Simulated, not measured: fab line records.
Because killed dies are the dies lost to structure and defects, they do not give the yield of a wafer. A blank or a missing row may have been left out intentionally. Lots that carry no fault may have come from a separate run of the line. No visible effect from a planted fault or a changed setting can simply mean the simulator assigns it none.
Matching of chambers / flow n5_finfet / pecvd-02 running N5_BEOL_M3_ILD_DEP_00: 3 sister chambers
The step deposits SiOC from DEMS/O2, target thk 79 nm, time 15.3 s. 3 wafers are shown with their chamber, then 6 later ones without.

## WAFERS, EACH WITH ITS CHAMBER
wafer=L268.3; chamber=0; heater_power_w (W)=381
wafer=L268.6; chamber=1; heater_power_w (W)=546
wafer=L265.4; chamber=2; heater_power_w (W)=454

## WAFERS WITHOUT THEIR CHAMBER
wafer=L269.2; heater_power_w (W)=416
wafer=L269.3; heater_power_w (W)=407
wafer=L269.4; heater_power_w (W)=404
wafer=L266.4; heater_power_w (W)=414
wafer=L266.5; heater_power_w (W)=391
wafer=L266.6; heater_power_w (W)=499

## WHICH CHAMBER EACH WENT THROUGH
wafer=L269.2; from the rows above=can't be placed: 0 or 2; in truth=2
wafer=L269.3; from the rows above=can't be placed: 0 or 2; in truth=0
wafer=L269.4; from the rows above=can't be placed: 0 or 2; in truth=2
wafer=L266.4; from the rows above=can't be placed: 0 or 2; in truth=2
wafer=L266.5; from the rows above=can't be placed: 0 or 2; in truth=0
wafer=L266.6; from the rows above=can't be placed: 2 or 1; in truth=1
Placed correctly: 0 of 6. These rows do not allow placing 6 (true chamber among the candidates in 6). Wrongly placed: 0.
How it was worked out, from the rows above alone: a wafer's distance from a chamber is the root of the sum, over the readings, of the square of ((its reading less the chamber's mean) divided by the reading's scatter). The wafer belongs to the nearest chamber; if the next one is less than 2 further off, it can't be placed. A chamber's mean is the mean of its shown wafers. The scatter (one wafer shown for each chamber): square how far every hidden wafer sits from the nearest shown wafer, average those squares and take the square root.
